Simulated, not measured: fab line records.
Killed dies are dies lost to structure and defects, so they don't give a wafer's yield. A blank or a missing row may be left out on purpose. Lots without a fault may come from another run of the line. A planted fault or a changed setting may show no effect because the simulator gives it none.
Which tool did it? ; flow n5 finfet ; 72 wafers from 24 lots sampled at 4 of the route's 1938 steps

== WHAT EACH GAUGE READ, for each wafer ==
N5_SD_EPI_P_CD_MEAS_09: the cd target is 240 nm. Usual: 240.8 nm for cd nm, sd 0.99.
lot;measured;on;cd nm (nm);flag
L074;day 3 17:10;cd sem-01;240.9 240.5 240.4;
L075;day 3 21:12;cd sem-01;239.2 239.6 239.2;
L076;day 3 21:31;cd sem-03;242.2 242.1 242.3;
L078;day 4 04:46;cd sem-02;240.3 239.9 240.9;
L077;day 4 08:49;cd sem-01;242.8 243.0 241.9;
L080;day 4 17:21;cd sem-02;241.3 240.4 240.4;
L079;day 4 18:27;cd sem-01;241.8 240.8 241.3;
L081;day 5 01:19;cd sem-01;239.9 240.8 241.9;
L082;day 5 09:17;cd sem-03;240.1 239.0 239.7;
L083;day 5 09:26;cd sem-02;240.0 240.2 238.6;
L084;day 5 16:51;cd sem-02;240.2 240.9 239.9;
L085;day 6 01:19;cd sem-01;239.5 239.5 239.8;
L086;day 6 10:19;cd sem-01;239.2 241.1 241.9;
L087;day 6 12:56;cd sem-03;241.7 242.4 240.9;
L088;day 6 19:20;cd sem-03;242.3 241.1 243.6;
L089;day 7 06:13;cd sem-01;241.2 241.7 241.8;
L090;day 7 07:49;cd sem-01;240.4 240.4 241.7;
L091;day 7 11:34;cd sem-01;239.8 240.3 240.5;
L092;day 7 19:32;cd sem-01;239.9 241.0 239.9;
L093;day 8 04:27;cd sem-01;240.7 240.2 240.9;
L094;day 8 07:27;cd sem-01;241.6 239.9 242.0;
L095;day 8 13:51;cd sem-02;240.8 239.8 240.4;
L096;day 8 19:57;cd sem-02;241.1 239.4 240.4;
L097;day 8 23:47;cd sem-03;242.3 241.6 241.5;

N5_SD_EPI_P_INSPECT_11: inspects for defects (macro). Usual: 2.0 for raw defect count, sd 1.3.
lot;measured;on;raw defect count;flag
L074;day 3 17:13;defect inspect-01;2 2 0;
L075;day 3 21:16;defect inspect-01;1 4 2;
L076;day 3 21:35;defect inspect-01;0 2 4;
L078;day 4 04:49;defect inspect-02;0 2 4;
L077;day 4 08:52;defect inspect-01;4 1 3;
L080;day 4 17:24;defect inspect-02;1 3 2;
L079;day 4 18:31;defect inspect-02;1 4 5;
L081;day 5 01:22;defect inspect-02;2 3 7;
L082;day 5 09:20;defect inspect-02;2 3 1;
L083;day 5 09:30;defect inspect-01;5 2 2;
L084;day 5 16:55;defect inspect-01;2 1 2;
L085;day 6 01:22;defect inspect-02;2 3 2;
L086;day 6 10:22;defect inspect-02;0 2 4;
L087;day 6 12:59;defect inspect-01;2 3 3;
L088;day 6 19:23;defect inspect-02;2 2 0;
L089;day 7 06:17;defect inspect-02;3 3 0;
L090;day 7 07:52;defect inspect-01;1 1 3;
L091;day 7 11:37;defect inspect-02;1 1 1;
L092;day 7 19:35;defect inspect-01;4 0 2;
L093;day 8 04:31;defect inspect-01;1 2 2;
L094;day 8 07:30;defect inspect-01;1 0 1;
L095;day 8 13:54;defect inspect-02;4 2 4;
L096;day 8 20:00;defect inspect-01;1 2 3;
L097;day 8 23:50;defect inspect-02;3 2 1;

N5_SDB_THK_MEAS_31. Usual: SDB_THK gives 64.2 nm (standard deviation 1.2).
lot;measured;on;SDB_THK (nm);flag
L074;day 4 10:26;film metro-02;66.1 66.3 66.6;
L075;day 4 12:49;film metro-01;62.9 65.1 62.6;
L076;day 4 12:55;film metro-01;65.4 63.3 65.3;
L078;day 4 20:29;film metro-01;64.6 63.5 64.6;
L077;day 5 00:10;film metro-02;63.0 62.2 64.3;
L080;day 5 11:45;film metro-01;64.1 62.8 63.9;
L079;day 5 12:08;film metro-01;64.8 66.0 63.3;
L081;day 5 16:39;film metro-02;61.6 66.3 63.8;
L082;day 6 01:05;film metro-01;64.7 64.5 64.4;
L083;day 6 01:31;film metro-01;63.6 64.2 64.6;
L084;day 6 08:10;film metro-01;66.9 63.9 64.7;
L085;day 6 18:08;film metro-02;65.1 63.3 64.0;
L086;day 7 02:40;film metro-02;65.4 63.7 64.3;
L087;day 7 04:38;film metro-01;63.5 62.6 63.4;
L088;day 7 14:41;film metro-02;64.5 62.8 65.0;
L089;day 7 22:46;film metro-02;64.8 64.9 64.8;
L090;day 7 23:35;film metro-02;61.7 65.0 64.8;
L091;day 8 03:15;film metro-01;65.0 64.5 63.8;
L092;day 8 12:08;film metro-02;64.5 64.6 66.2;
L093;day 8 20:28;film metro-02;63.0 66.5 62.8;
L094;day 9 00:14;film metro-02;62.4 63.6 65.1;
L095;day 9 06:59;film metro-02;65.3 63.2 63.3;
L096;day 9 12:00;film metro-02;62.4 64.2 63.0;
L097;day 9 16:25;film metro-02;62.2 64.0 62.8;

== WHAT TOOL EACH LOT RAN ON (gives the tool, then ch and the chambers of the sampled wafers, and finally the start) ==
lot;N5_ILD0_LINER_00
L074;ald sin-01 ch 0,2, day 3 23:44
L075;ald sin-01 ch 1,2, day 4 01:49
L076;ald sin-04 ch 1,2, day 4 02:07
L078;ald sin-02 ch 2,3, day 4 09:23
L077;ald sin-02 ch 0,3, day 4 13:30
L080;ald sin-04 ch 0,1,3, day 4 23:48
L079;ald sin-02 ch 0,1, day 4 23:50
L081;ald sin-01 ch 1,2, day 5 06:07
L082;ald sin-04 ch 0,1,2, day 5 14:26
L083;ald sin-04 ch 0,1,2, day 5 14:49
L084;ald sin-02 ch 0,1,3, day 5 21:29
L085;ald sin-02 ch 1,2, day 6 07:16
L086;ald sin-04 ch 0,1,2, day 6 16:01
L087;ald sin-01 ch 2,3, day 6 18:07
L088;ald sin-01 ch 2,3, day 7 03:27
L089;ald sin-01 ch 0,3, day 7 11:42
L090;ald sin-01 ch 0,2, day 7 12:26
L091;ald sin-01 ch 1,2,3, day 7 16:44
L092;ald sin-02 ch 0,1,3, day 8 01:31
L093;ald sin-01 ch 2,3, day 8 09:30
L094;ald sin-04 ch 0,1,2, day 8 13:05
L095;ald sin-04 ch 0,2,3, day 8 19:59
L096;ald sin-02 ch 2,3, day 9 01:23
L097;ald sin-02 ch 0,1,3, day 9 05:26
- N5_ILD0_LINER_00: material SiNx, target thk 4 nm, pulse time 1 s, purge time 2 s.

== AS READ BY THE TOOLS THEMSELVES (means over the sampled wafers that have a number; for cases with no such wafer, the mark the record gives instead) ==
N5_ILD0_LINER_00. Usual: chamber pressure Torr 2.000 Torr, standard deviation 0.0047; heater power w 818 W, standard deviation 89; precursor pulse height rel 0.999, standard deviation 0.021; susceptor temp C 399.98 C, standard deviation 0.23.
lot;tool;chamber pressure Torr (Torr);heater power w (W);precursor pulse height rel;susceptor temp C (C);flag
L074;ald sin-01;2.000;803;0.989;400.26;
L075;ald sin-01;2.004;893;0.990;400.12;
L076;ald sin-04;2.001;762;1.008;399.96;
L078;ald sin-02;2.005;809;0.990;400.14;
L077;ald sin-02;1.996;806;1.003;399.85;
L080;ald sin-04;2.004;810;1.001;399.76;
L079;ald sin-02;2.001;799;1.006;400.06;
L081;ald sin-01;1.996;887;1.014;400.00;
L082;ald sin-04;2.006;787;0.987;400.20;
L083;ald sin-04;1.997;796;0.983;400.03;
L084;ald sin-02;1.997;825;0.993;399.87;
L085;ald sin-02;1.995;776;1.012;400.03;
L086;ald sin-04;2.000;785;1.014;400.01;
L087;ald sin-01;2.001;822;0.985;400.08;
L088;ald sin-01;2.001;774;1.004;400.08;
L089;ald sin-01;2.004;753;1.012;400.02;
L090;ald sin-01;1.998;826;0.999;399.95;
L091;ald sin-01;2.001;853;0.985;399.95;
L092;ald sin-02;2.001;841;1.002;399.87;
L093;ald sin-01;1.999;782;1.016;400.09;
L094;ald sin-04;1.998;789;0.994;400.29;
L095;ald sin-04;1.997;864;1.008;399.89;
L096;ald sin-02;2.000;795;1.012;399.93;
L097;ald sin-02;1.998;826;1.002;399.77;

== THE ANSWER, worked out from the rows above alone ==
Rule: a lot counts as off when the mean over its wafers that have a number is more than 3 standard deviations away from the usual mean. A lot without any number at a reading at which 4 lots or more have one is off too. Any other lot the step has rows for is counted as sound. Order of review: gauges by route order, followed by the tools' own readings, for which a lot's mean as printed above is used. The first step at which some lot is off is used, and at that step the reading that is off furthest; a lot without a number counts as furthest.
Across all readings shown, no lot is off: no conclusion can be drawn from this.

== WHAT HAD BEEN PUT IN BY THE SIMULATOR ==
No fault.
